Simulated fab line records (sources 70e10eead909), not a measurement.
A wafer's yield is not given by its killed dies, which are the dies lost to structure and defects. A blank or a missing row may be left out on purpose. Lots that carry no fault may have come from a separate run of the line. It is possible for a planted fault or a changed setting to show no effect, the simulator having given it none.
fab line records + flow nandHarc
record
- lots=6
- wafers=18
- lastDay=34
route steps=1302 shown P_STI@92 P_GATE@110 END@1302
lots untouched by any fault: they come from a run of this same line in which no faults occurred
startH: start of the lot's first displayed wafer, in hours after the record's first day + waitH: hours from the lot's prior step to this one + " as in the row above + L1.1+2: a single row standing in for several wafers + - no value, or no start given + * or withheld: withheld + < > ~ a bound
route shown NAME@n: a module of which the file shows steps, and the number in the route of the first + usual: mean/standard deviation of fault-free wafers + same: alike in all rows + chamber/n: place in a boat + sites: the reading at each site + _std_site: standard deviation across them + _edge_site: outer sites' mean less inner sites' + radiusMm: how far each site lies from the wafer's centre + mask NAME#n: copy n + behind: the tool/chamber that last shaped the wafer + hold: reason for holding the lot/hours on hold/outcome of the hold + device: names the non-switching transistor (n, p or np) + end of line: tests of these same wafers at the route's end + a step with no rows: only its recipe + killed: the dies lost at the first sort to structure and to defects; this is not the yield of the wafer + map: per-die view of a wafer (x killed, . not killed, _ where there is no die)
set.NAME: the setting as run; set.NAME@STEP: as run at that earlier step + model.NAME: the simulator's own value behind a step, which no gauge read
certain route steps with their lots: each step a table, each wafer a row
services: from which hour (startH, from the record's first day; less than 0 if before it) a tool's chamber was out of use, for how many hours, and why
## steps
# step NHARC_P_STI_OCD_MEAS_17
# usual
- trenchDepthNm=297/4.1
- trenchFootCdNm=158.0/2.4
| lot.wafer | tool   | chamber | startH | waitH | trenchDepthNm | trenchFootCdNm |
|-----------|--------|---------|--------|-------|---------------|----------------|
| L953.2    | ocd-01 | -       | 67.94  | 0.1   | 302           | 160.6          |
| L953.5    | "      | -       | "      | "     | 304           | 157.4          |
| L953.6    | "      | -       | "      | "     | 289           | 161.2          |
| L956.1    | ocd-01 | -       | 94.41  | 0.1   | 294           | 160.0          |
| L956.3    | "      | -       | "      | "     | 299           | 158.5          |
| L956.4    | "      | -       | "      | "     | 288           | 160.2          |
| L958.3    | ocd-01 | -       | 116.85 | 0.1   | 296           | 157.6          |
| L958.5    | "      | -       | "      | "     | 293           | 152.5          |
| L958.6    | "      | -       | "      | "     | 296           | 156.2          |
| L971.2    | ocd-02 | -       | 246.10 | 0.1   | 292           | 157.8          |
| L971.5    | "      | -       | "      | "     | 292           | 160.1          |
| L971.6    | "      | -       | "      | "     | 302           | 161.1          |
| L972.2    | ocd-01 | -       | 254.70 | 0.1   | 297           | 160.9          |
| L972.3    | "      | -       | "      | "     | 301           | 159.4          |
| L972.6    | "      | -       | "      | "     | 301           | 157.7          |
| L974.1    | ocd-02 | -       | 275.22 | 0.1   | 303           | 159.0          |
| L974.3    | "      | -       | "      | "     | 293           | 161.3          |
| L974.6    | "      | -       | "      | "     | 302           | 157.1          |
# step NHARC_P_STI_STRIP_19
# recipe
- timeS=900
- tempC=130
- chemistry=SPM
# step NHARC_P_STI_PRECLEAN_32
# recipe
- timeS=*
- tempC=50
- bathAgeMin=0
- chemistry=SC1
# step NHARC_P_STI_SRD_23
# step NHARC_P_STI_OCD_MEAS_43
# usual
- trenchDepthNm=297/4.2
- trenchFootCdNm=158.0/2.5
| lot.wafer | tool   | chamber | startH | waitH | trenchDepthNm | trenchFootCdNm |
|-----------|--------|---------|--------|-------|---------------|----------------|
| L953.2    | ocd-02 | -       | 68.45  | -     | 302           | 160.5          |
| L953.5    | "      | -       | "      | "     | 304           | 157.1          |
| L953.6    | "      | -       | "      | "     | 289           | 161.9          |
| L956.1    | ocd-02 | -       | 94.93  | -     | 295           | 160.4          |
| L956.3    | "      | -       | "      | "     | 299           | 158.3          |
| L956.4    | "      | -       | "      | "     | 288           | 160.0          |
| L958.3    | ocd-02 | -       | 117.36 | -     | 295           | 157.8          |
| L958.5    | "      | -       | "      | "     | 293           | 151.9          |
| L958.6    | "      | -       | "      | "     | 296           | 156.0          |
| L971.2    | ocd-01 | -       | 246.61 | -     | 292           | 157.3          |
| L971.5    | "      | -       | "      | "     | 292           | 160.5          |
| L971.6    | "      | -       | "      | "     | 301           | 161.3          |
| L972.2    | ocd-02 | -       | 255.21 | -     | 297           | 161.1          |
| L972.3    | "      | -       | "      | "     | 301           | 159.5          |
| L972.6    | "      | -       | "      | "     | 301           | 157.4          |
| L974.1    | ocd-01 | -       | 275.73 | -     | 303           | 158.1          |
| L974.3    | "      | -       | "      | "     | 293           | 161.3          |
| L974.6    | "      | -       | "      | "     | 302           | 156.9          |
# step NHARC_P_STI_OXIDE_33
# recipe
- targetThkA=100
- tempC=1000
- oxTimeS=281
- material=SiO2
# step NHARC_P_STI_HDPCVD_20
# recipe
- targetThkA=withheld
- sigmaOpenFrac=withheld
- material=SiO2
# step NHARC_P_STI_ANNEAL_34
# recipe
- tempC=1000
- timeS=1800
# step NHARC_P_STI_CMP_21
# recipe
- tOverpolishS=20
- targetThkNm=380.67
# usual
- motorCurrentA=11.4/1
- overpolishRunS=20.000/0.0096
| lot.wafer | tool   | chamber | startH | waitH | motorCurrentA | overpolishRunS |
|-----------|--------|---------|--------|-------|---------------|----------------|
| L953.2    | cmp-01 | 1       | 87.45  | 0.4   | 12.4          | 20.010         |
| L953.5    | "      | 1       | "      | "     | 12.4          | 19.994         |
| L953.6    | "      | 2       | "      | "     | 11.7          | 19.996         |
| L956.1    | cmp-03 | 3       | 113.19 | 0.4   | 11.6          | 19.983         |
| L956.4    | "      | 0       | "      | "     | 11.3          | 20.006         |
| L956.3    | "      | 1       | "      | "     | 9.8           | 20.007         |
| L958.3    | cmp-04 | 1       | 137.32 | 0.4   | 11.8          | 20.003         |
| L958.6    | "      | 3       | "      | "     | 12.5          | 19.983         |
| L958.5    | "      | 0       | "      | "     | 12.3          | 19.991         |
| L971.2    | cmp-04 | 2       | 267.94 | 0.4   | 10.4          | 20.001         |
| L971.6    | "      | 3       | "      | "     | 12.7          | 19.978         |
| L971.5    | "      | 0       | "      | "     | 13.4          | 20.006         |
| L972.3    | cmp-03 | 2       | 272.45 | 0.4   | 11.3          | 20.007         |
| L972.2    | "      | 0       | "      | "     | 11.6          | 20.015         |
| L972.6    | "      | 1       | "      | "     | 9.5           | 19.997         |
| L974.1    | cmp-03 | 1       | 295.67 | 0.4   | 9.4           | 20.004         |
| L974.3    | "      | 3       | "      | "     | 11.7          | 19.987         |
| L974.6    | "      | 1       | "      | "     | 9.3           | 19.990         |
# step NHARC_P_STI_SRD_35
# step NHARC_P_STI_ETCH_36
# recipe
- targetDepthA=388
- chemistry=dHF
- material=SiO2
# step NHARC_P_STI_STRIP_24
# recipe
- tempC=160
- chemistry=H3PO4
- material=Si3N4
| lot.wafer  | tool        | chamber | startH | waitH |
|------------|-------------|---------|--------|-------|
| L953.6+2+5 | wetBench-04 | 3,4,5   | 87.81  | 0.0   |
| L956.3+4+1 | wetBench-02 | 2,3,4   | 113.54 | 0.0   |
| L958.3+6+5 | wetBench-04 | 2,3,6   | 137.61 | 0.0   |
| L971.6+5+2 | wetBench-04 | 7,0,2   | 268.21 | 0.0   |
| L972.2+3+6 | wetBench-04 | 5,6,0   | 272.78 | 0.0   |
| L974.6+1+3 | wetBench-02 | 6,0,2   | 296.01 | 0.0   |
# step NHARC_P_STI_ETCH_37
# recipe
- targetDepthA=110
- chemistry=dHF
- material=SiO2
# step NHARC_P_STI_PRECLEAN_38
# recipe
- timeS=*
- tempC=50
- bathAgeMin=0
- chemistry=SC1
# step NHARC_P_STI_SRD_39
# step NHARC_P_STI_OXIDE_40
# recipe
- targetThkA=100
- tempC=900
- oxTimeS=1362
- material=SiO2
# step NHARC_P_STI_INSPECT_25
# usual
- rawDefectCount=212/77
| lot.wafer | tool             | chamber | startH | waitH | rawDefectCount |
|-----------|------------------|---------|--------|-------|----------------|
| L953.2    | defectInspect-02 | -       | 97.32  | 0.4   | 143            |
| L953.5    | "                | -       | "      | "     | 316            |
| L953.6    | "                | -       | "      | "     | 205            |
| L956.1    | defectInspect-01 | -       | 122.19 | 0.4   | 169            |
| L956.3    | "                | -       | "      | "     | 254            |
| L956.4    | "                | -       | "      | "     | 200            |
| L958.3    | defectInspect-01 | -       | 148.39 | 0.4   | 176            |
| L958.5    | "                | -       | "      | "     | 262            |
| L958.6    | "                | -       | "      | "     | 147            |
| L971.2    | defectInspect-02 | -       | 276.68 | 0.4   | 614            |
| L971.5    | "                | -       | "      | "     | 528            |
| L971.6    | "                | -       | "      | "     | 611            |
| L972.2    | defectInspect-01 | -       | 280.31 | 0.4   | 563            |
| L972.3    | "                | -       | "      | "     | 589            |
| L972.6    | "                | -       | "      | "     | 558            |
| L974.1    | defectInspect-02 | -       | 305.30 | 0.4   | 187            |
| L974.3    | "                | -       | "      | "     | 174            |
| L974.6    | "                | -       | "      | "     | 228            |
# step NHARC_P_GATE_ETCH_69
# recipe
- targetDepthA=140
- chemistry=dHF
- material=SiO2
# step NHARC_P_GATE_PRECLEAN_70
# recipe
- timeS=*
- tempC=50
- bathAgeMin=0
- chemistry=SC1
# step NHARC_P_GATE_SRD_01
# step NHARC_P_GATE_OXIDE_02
# recipe
- targetThkA=375
- tempC=950
- pH2oTorr=720
- oxTimeS=365
- material=SiO2
# step NHARC_P_GATE_DEHYDRATE_03
# recipe
- tempC=150
- timeS=120
# step NHARC_P_GATE_HMDS_04
# recipe
- timeS=30
# step NHARC_P_GATE_COAT_05
# recipe
- spinRpm=4690
# step NHARC_P_GATE_SOFTBAKE_06
# recipe
- tempC=122
- timeS=95
# step NHARC_P_GATE_EBR_07
# step NHARC_P_GATE_EXPOSE_08
# recipe
- na=0.6
- doseMj=16.75
- maskId=P_HV
# step NHARC_P_GATE_PEB_09
# recipe
- pebTempC=118
- pebTimeS=85
# step NHARC_P_GATE_DEVELOP_10
# recipe
- timeS=70
# step NHARC_P_GATE_CD_MEAS_11
# recipe
- targetCdNm=1640
- landingEnergyEv=500
# usual
- cdNm=1640.3/1.4
| lot.wafer | tool     | chamber | startH | waitH | cdNm   |
|-----------|----------|---------|--------|-------|--------|
| L953.2    | cdSem-02 | 0       | 105.90 | -     | 1641.5 |
| L953.5    | "        | 0       | "      | "     | 1641.9 |
| L953.6    | "        | 0       | "      | "     | 1643.3 |
| L956.1    | cdSem-01 | 0       | 130.84 | -     | 1639.5 |
| L956.3    | "        | 0       | "      | "     | 1641.3 |
| L956.4    | "        | 0       | "      | "     | 1640.7 |
| L958.3    | cdSem-03 | 0       | 157.07 | -     | 1641.0 |
| L958.5    | "        | 0       | "      | "     | 1639.3 |
| L958.6    | "        | 0       | "      | "     | 1637.8 |
| L971.2    | cdSem-02 | 0       | 285.18 | -     | 1640.8 |
| L971.5    | "        | 0       | "      | "     | 1640.8 |
| L971.6    | "        | 0       | "      | "     | 1639.2 |
| L972.2    | cdSem-01 | 0       | 290.06 | -     | 1639.4 |
| L972.3    | "        | 0       | "      | "     | 1638.0 |
| L972.6    | "        | 0       | "      | "     | 1641.3 |
| L974.1    | cdSem-02 | 0       | 313.50 | -     | 1641.1 |
| L974.3    | "        | 0       | "      | "     | 1641.6 |
| L974.6    | "        | 0       | "      | "     | 1642.8 |
# step NHARC_P_GATE_HARDBAKE_12
# recipe
- tempC=125
- timeS=80
# step NHARC_P_GATE_DESCUM_13
# recipe
- timeS=3
- o2FlowSccm=200
- arFlowSccm=0
- biasPowerW=0
- chemistry=O2
# usual
- drypumpMotorCurrentA=5.5/0.43
- oesProductAu=0.995/0.0081
- rfVppV=57.7/0.95
- showerheadPlenumPTorr=1.88/0.07
- throttleValvePct=11.312/0.0082
| lot.wafer | tool       | chamber | startH | waitH | drypumpMotorCurrentA | oesProductAu | rfHoursCounterH | rfVppV | showerheadPlenumPTorr | throttleValvePct |
|-----------|------------|---------|--------|-------|----------------------|--------------|-----------------|--------|-----------------------|------------------|
| L953.2    | rieDiel-04 | 2       | 106.07 | -     | 5.3                  | 0.991        | 4               | 55.0   | 1.82                  | 11.311           |
| L953.5    | "          | 1       | "      | "     | 5.6                  | 0.981        | -               | 57.8   | 1.82                  | 11.309           |
| L953.6    | "          | 2       | "      | "     | 5.3                  | 0.998        | -               | 55.7   | 1.82                  | 11.321           |
| L956.4    | rieDiel-09 | 2       | 131.00 | -     | 5.0                  | 0.999        | 10              | 55.6   | 1.82                  | 11.314           |
| L956.1    | "          | 0       | "      | "     | 5.9                  | 0.991        | 11              | 58.3   | 1.98                  | 11.324           |
| L956.3    | "          | 1       | "      | "     | 4.8                  | 0.996        | 11              | 57.7   | 1.81                  | 11.309           |
| L958.3    | rieDiel-09 | 1       | 157.24 | -     | 4.8                  | 0.985        | 0               | 57.4   | 1.81                  | 11.321           |
| L958.5    | "          | 1       | "      | "     | 4.8                  | 0.984        | -               | 57.1   | 1.81                  | 11.325           |
| L958.6    | "          | 2       | "      | "     | 5.0                  | 0.999        | -               | 57.3   | 1.82                  | 11.329           |
| L971.2    | rieDiel-04 | 1       | 285.36 | -     | 5.6                  | 0.990        | 4               | 57.0   | 1.81                  | 11.310           |
| L971.6    | "          | 3       | "      | "     | 5.4                  | 0.995        | -               | 58.7   | 1.84                  | 11.308           |
| L971.5    | "          | 0       | "      | "     | 5.8                  | 1.020        | -               | 58.3   | 2.01                  | 11.300           |
| L972.2    | rieDiel-09 | 3       | 290.24 | -     | 5.8                  | 1.002        | 8               | 58.0   | 1.87                  | 11.324           |
| L972.3    | "          | 0       | "      | "     | 5.8                  | 0.993        | 8               | 57.2   | 1.98                  | 11.302           |
| L972.6    | "          | 2       | "      | "     | 5.0                  | 0.991        | -               | 56.2   | 1.82                  | 11.302           |
| L974.1    | rieDiel-09 | 0       | 313.67 | -     | 5.9                  | 0.987        | 10              | 56.6   | 1.98                  | 11.331           |
| L974.3    | "          | 2       | "      | "     | 5.1                  | 0.985        | 10              | 57.9   | 1.82                  | 11.321           |
| L974.6    | "          | 0       | "      | "     | 5.8                  | 1.001        | -               | 57.6   | 1.98                  | 11.305           |
# step NHARC_P_GATE_ETCH_14
# recipe
- targetDepthA=488
- chemistry=dHF
- material=SiO2
# step NHARC_P_GATE_STRIP_15
# recipe
- timeS=780
- tempC=130
- chemistry=SPM
# step NHARC_P_GATE_PRECLEAN_71
# recipe
- timeS=*
- tempC=50
- bathAgeMin=0
- chemistry=SC1
# step NHARC_P_GATE_SRD_72
# step NHARC_P_GATE_OXIDE_16
# recipe
- targetThkA=30
- tempC=875
- oxTimeS=392
- material=SiO2
# step NHARC_P_GATE_CVD_17
# recipe
- targetThkA=1500
- tempC=620
- timeS=900
- material=poly-Si
# step NHARC_P_GATE_HM_DEP_102
# recipe
- targetThkA=1200
- tempC=400
- material=aC
# usual
- throttleValvePct=35.000/0.01
| lot.wafer | tool      | chamber | startH | waitH | throttleValvePct |
|-----------|-----------|---------|--------|-------|------------------|
| L953.2    | aclDep-01 | 0       | 120.41 | 2.1   | 35.019           |
| L953.5    | "         | 0       | "      | "     | 35.008           |
| L953.6    | "         | 0       | "      | "     | 35.008           |
| L956.1    | aclDep-02 | 0       | 146.56 | 2.0   | 34.988           |
| L956.3    | "         | 0       | "      | "     | 34.994           |
| L956.4    | "         | 0       | "      | "     | 34.986           |
| L958.3    | aclDep-02 | 0       | 169.72 | 0.6   | 35.010           |
| L958.5    | "         | 0       | "      | "     | 35.007           |
| L958.6    | "         | 0       | "      | "     | 35.004           |
| L971.2    | aclDep-01 | 0       | 303.39 | 6.0   | 34.986           |
| L971.5    | "         | 0       | "      | "     | 35.003           |
| L971.6    | "         | 0       | "      | "     | 35.004           |
| L972.2    | aclDep-01 | 0       | 305.75 | 3.2   | 34.996           |
| L972.3    | "         | 0       | "      | "     | 34.993           |
| L972.6    | "         | 0       | "      | "     | 35.008           |
| L974.1    | aclDep-01 | 0       | 329.09 | 0.4   | 35.003           |
| L974.3    | "         | 0       | "      | "     | 34.988           |
| L974.6    | "         | 0       | "      | "     | 34.996           |
# step NHARC_P_GATE_DEP_103
# recipe
- targetThkA=300
- targetThkNm=30
- tempC=400
- flowSccm=200
- rfW=350
- material=SiON
# usual
- heaterPowerW=718/84
| lot.wafer | tool     | chamber | startH | waitH | heaterPowerW |
|-----------|----------|---------|--------|-------|--------------|
| L953.2    | pecvd-02 | 1       | 120.97 | 0.5   | 779          |
| L953.5    | "        | 2       | "      | "     | 723          |
| L953.6    | "        | 0       | "      | "     | 818          |
| L956.1    | pecvd-02 | 0       | 147.22 | 0.5   | 792          |
| L956.3    | "        | 1       | "      | "     | 782          |
| L956.4    | "        | 0       | "      | "     | 785          |
| L958.3    | pecvd-04 | 0       | 170.18 | 0.3   | 644          |
| L958.6    | "        | 0       | "      | "     | 658          |
| L958.5    | "        | 1       | "      | "     | 519          |
| L971.2    | pecvd-01 | 1       | 303.95 | 0.4   | 667          |
| L971.6    | "        | 1       | "      | "     | 664          |
| L971.5    | "        | 0       | "      | "     | 758          |
| L972.3    | pecvd-02 | 0       | 306.31 | 0.3   | 871          |
| L972.2    | "        | 2       | "      | "     | 684          |
| L972.6    | "        | 2       | "      | "     | 671          |
| L974.1    | pecvd-04 | 1       | 329.76 | 0.6   | 628          |
| L974.3    | "        | 2       | "      | "     | 774          |
| L974.6    | "        | 1       | "      | "     | 634          |
# step NHARC_P_GATE_DEHYDRATE_18
# recipe
- tempC=150
- timeS=120
# step NHARC_P_GATE_INSPECT_28
# usual
- rawDefectCount=5.7/2.6
| lot.wafer | tool             | chamber | startH | waitH | rawDefectCount |
|-----------|------------------|---------|--------|-------|----------------|
| L953.2    | defectInspect-02 | -       | 121.78 | 0.0   | 6              |
| L953.5    | "                | -       | "      | "     | 1              |
| L953.6    | "                | -       | "      | "     | 8              |
| L956.1    | defectInspect-02 | -       | 147.89 | 0.0   | 2              |
| L956.3    | "                | -       | "      | "     | 6              |
| L956.4    | "                | -       | "      | "     | 2              |
| L958.3    | defectInspect-02 | -       | 170.98 | 0.0   | 8              |
| L958.5    | "                | -       | "      | "     | 15             |
| L958.6    | "                | -       | "      | "     | 3              |
| L971.2    | defectInspect-02 | -       | 304.76 | 0.0   | 387            |
| L971.5    | "                | -       | "      | "     | 358            |
| L971.6    | "                | -       | "      | "     | 393            |
| L972.2    | defectInspect-01 | -       | 307.11 | 0.0   | 387            |
| L972.3    | "                | -       | "      | "     | 371            |
| L972.6    | "                | -       | "      | "     | 382            |
| L974.1    | defectInspect-02 | -       | 330.57 | 0.0   | 7              |
| L974.3    | "                | -       | "      | "     | 3              |
| L974.6    | "                | -       | "      | "     | 10             |
# step NHARC_P_GATE_INSPECT_68
# usual
- rawDefectCount=195/70
| lot.wafer | tool             | chamber | startH | waitH | rawDefectCount |
|-----------|------------------|---------|--------|-------|----------------|
| L953.2    | defectInspect-01 | -       | 140.00 | 0.1   | 164            |
| L953.5    | "                | -       | "      | "     | 254            |
| L953.6    | "                | -       | "      | "     | 166            |
| L956.1    | defectInspect-01 | -       | 166.27 | 0.2   | 154            |
| L956.3    | "                | -       | "      | "     | 219            |
| L956.4    | "                | -       | "      | "     | 206            |
| L958.3    | defectInspect-02 | -       | 195.86 | 0.1   | 153            |
| L958.5    | "                | -       | "      | "     | 223            |
| L958.6    | "                | -       | "      | "     | 161            |
| L971.2    | defectInspect-02 | -       | 323.11 | 0.1   | 638            |
| L971.5    | "                | -       | "      | "     | 516            |
| L971.6    | "                | -       | "      | "     | 615            |
| L972.2    | defectInspect-01 | -       | 325.55 | 0.1   | 520            |
| L972.3    | "                | -       | "      | "     | 568            |
| L972.6    | "                | -       | "      | "     | 519            |
| L974.1    | defectInspect-01 | -       | 349.31 | 0.2   | 150            |
| L974.3    | "                | -       | "      | "     | 150            |
| L974.6    | "                | -       | "      | "     | 175            |
# step NHARC_END_SORT_01
# recipe
- tempC=25
# usual
- killedAtArray=53/18
- killedAtOther=0.8/1.1
- killedAtPeriphery=4.1/2.7
- killedDies=58/18
- killedOpen=3.1/1.7
- killedShort=2.7/1.7
# same
- grossDies=677
| lot.wafer | tool      | chamber | startH | waitH | killedAtArray | killedAtOther | killedAtPeriphery | killedDies | killedOpen | killedShort |
|-----------|-----------|---------|--------|-------|---------------|---------------|-------------------|------------|------------|-------------|
| L971.2    | prober-01 | 0       | 771.59 | 2.8   | 54            | 0             | 68                | 122        | 4          | 1           |
| L971.5    | prober-01 | 0       | 774.00 | 3.7   | 61            | 1             | 61                | 123        | 4          | 4           |
| L971.6    | prober-01 | 0       | 774.81 | 4.0   | 56            | 0             | 72                | 128        | 5          | 3           |
| L972.2    | prober-02 | 0       | 771.61 | 2.8   | 34            | 1             | 57                | 92         | 2          | 0           |
| L972.3    | prober-02 | 0       | 772.39 | 3.1   | 53            | 2             | 78                | 133        | 3          | 3           |
| L972.6    | prober-02 | 0       | 774.75 | 3.9   | 41            | 2             | 67                | 110        | 5          | 1           |
# killed by level:class
L971.2 P_STI:unspecified=62 A_CHANNEL_HOLE_D2:chamberFilmFlake=22 A_CHANNEL_HOLE_D1:chamberFilmFlake=9 A_SLIT:chamberFilmFlake=9 A_CONTACT:chamberFilmFlake=6 A_WL_FILL:chamberFilmFlake=3 P_ZERO_WELL:chamberFilmFlake=2 P_M2:chamberFilmFlake=2
L972.2 P_STI:unspecified=54 A_SLIT:chamberFilmFlake=21 A_CONTACT:chamberFilmFlake=4 A_CHANNEL_FILL_D1:chamberFilmFlake=3 A_DECK1_JOINT:chamberFilmFlake=2 A_M0:chamberFilmFlake=2 P_GATE:geometricParticle:open=1 P_M0:geometricParticle:open=1
L972.3 P_STI:unspecified=76 A_SLIT:chamberFilmFlake=32 A_CONTACT:chamberFilmFlake=8 A_STAIRCASE:chamberFilmFlake=5 A_DECK1_JOINT:chamberFilmFlake=2 THIN_TSV:chamberFilmFlake=2 P_CONTACT:geometricParticle:open=1 P_M1:geometricParticle:open=1
L971.5 P_STI:unspecified=58 A_CHANNEL_HOLE_D2:chamberFilmFlake=32 A_CHANNEL_HOLE_D1:chamberFilmFlake=14 A_CONTACT:chamberFilmFlake=4 A_STAIRCASE:chamberFilmFlake=3 A_ONON_D1:geometricParticle:short=2 A_CHANNEL_FILL_D1:geometricParticle:short=2 P_GATE:geometricParticle:open=1
L972.6 P_STI:unspecified=65 A_SLIT:chamberFilmFlake=20 A_CONTACT:chamberFilmFlake=6 A_STAIRCASE:chamberFilmFlake=4 A_CHANNEL_FILL_D1:geometricParticle:open=2 A_CHANNEL_HOLE_D1:chamberFilmFlake=2 A_DECK1_JOINT:chamberFilmFlake=2 THIN_TSV:chamberFilmFlake=2
L971.6 P_STI:unspecified=70 A_CHANNEL_HOLE_D1:chamberFilmFlake=20 A_CHANNEL_HOLE_D2:chamberFilmFlake=20 A_SLIT:chamberFilmFlake=5 A_CONTACT:chamberFilmFlake=3 A_CHANNEL_FILL_D1:geometricParticle:short=2 A_WL_FILL:chamberFilmFlake=2 P_STI:geometricParticle:open=1
# map L971.6 (x killed, . not)
____________.____________
_________......._________
_______..x........_______
______.........x...______
_____....x.........._____
____......x..........____
____......x......x.x.____
___................x..___
___.........x......x..___
__..........x.....xxxxx__
__..........x....xxxxxx__
_.......x........xxxxxxx_
_.........x......xxxxxx._
_................xxxxxxx_
_................xxxxxxx_
_...............x.xxxxxx_
........x........xxxxxxxx
..................xxxxxxx
.................xxxxxx..
.......................x.
.................x.......
_..................x.x.._
_x...............x......_
_.....................xx_
_......................._
_..............x........_
__..x......x...........__
__.x.xx.....xx.x.......__
___.xxx...x..x........___
___xxxx...x.x.x.......___
____xxx...xxxxx......____
____xxx....x..x......____
_____xx..x.........._____
______.............______
_______.....xx...._______
_________......._________
____________.____________
# map L972.3 (x killed, . not)
____________.____________
_________......._________
_______..........._______
______xx...........______
_____.x......x......_____
____x.x.x............____
____xxxxxxx.........x____
___xxxxxx.............___
___xxxxxxx...........x___
__xxxxxxxx...x.......x.__
__.xxxxxxx.............__
_.xxxxxxxx.........x...._
_.xxxxxxxx.............x_
_..xxxxxx.x........x...._
_...xxxxxx.............._
_..xxxx...x............._
...xx....x.x.............
.....xx.x.....xx.........
.........................
.........................
............x............
_...................x..._
_......................._
_............x.........._
_......................._
_...........x..........._
__........x.x..........__
__.......x.............__
___.x.....x.xx........___
___.......xxxx........___
____.x...xxxx.x......____
____x...x.xxx.x......____
_____x....xxxxxx...._____
______x..xxx.......______
_______.....xx...._______
_________....x.._________
____________.____________
## services
| tool        | chamber | startH | hours | kind   |
|-------------|---------|--------|-------|--------|
| cmp-03      | -       | 64.00  | 4.0   | pm     |
| wetBench-02 | -       | 68.00  | 8.0   | pm     |
| cmp-04      | -       | 71.51  | 1.2   | repair |
| pecvd-04    | -       | 88.06  | 13.0  | pm     |
| rieDiel-09  | 3       | 105.41 | 3.6   | repair |
| cmp-04      | -       | 111.02 | 4.0   | pm     |
| cmp-04      | -       | 119.99 | 6.7   | repair |
| rieDiel-09  | -       | 143.10 | 9.0   | pm     |
| pecvd-02    | -       | 151.06 | 1.1   | repair |
| cmp-03      | -       | 162.00 | 4.0   | pm     |
| pecvd-02    | 1       | 162.74 | 17.2  | repair |
| cmp-03      | -       | 169.17 | 0.4   | repair |
| rieDiel-04  | -       | 177.90 | 9.0   | pm     |
| cmp-03      | -       | 184.28 | 2.4   | repair |
| aclDep-01   | -       | 187.43 | 13.0  | pm     |
| rieDiel-09  | 1       | 192.97 | 4.6   | repair |
| cmp-03      | -       | 219.67 | 0.4   | repair |
| pecvd-02    | -       | 227.06 | 13.0  | pm     |
| wetBench-04 | -       | 227.20 | 8.0   | pm     |
| cmp-03      | -       | 260.00 | 4.0   | pm     |
| cmp-03      | -       | 269.42 | 0.6   | repair |
| cmp-03      | -       | 296.70 | 0.9   | repair |
| rieDiel-09  | -       | 320.10 | 9.0   | pm     |
| cmp-03      | -       | 323.31 | 5.0   | repair |
## key
firstSign
- step=NHARC_P_STI_INSPECT_25
- reading=rawDefectCount
- direction=up
- sigmas=4.8
- usual=212
- struck=577
effect
- step=NHARC_P_GATE_INSPECT_28
- reading=rawDefectCount
- direction=up
- sigmas=99+
- usual=5.7
- struck=379.7
effect
- step=NHARC_P_GATE_INSPECT_68
- reading=rawDefectCount
- direction=up
- sigmas=5.3
- usual=195
- struck=563
effect
- step=NHARC_END_SORT_01
- reading=killedAtPeriphery
- direction=up
- sigmas=24
- usual=4.1
- struck=67.2
moreKillsBornAt
- NHARC_P_STI_STRIP_24@wetBench-04=385
metAt NHARC_P_STI_STRIP_24
struckWafers L971.2,L971.5,L971.6,L972.2,L972.3,L972.6
testerLeftOut L971,L972
onsetBetween 137.61 268.21
fault
- kind=chamberParticleSource
- tool=wetBench-04
- chamber=-
- onsetH=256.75
- steps=NHARC_P_STI_STRIP_24
- ratePerVisitCm2=0.56784
- endH=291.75
# testerLeftOut: of these lots the tester's yield and bins aren't shown, on N5 and GAA mostly nor the transistor test; their killed dies are dies lost to structure and defects alone, not to doping, threshold or leakage, so they don't give the yield
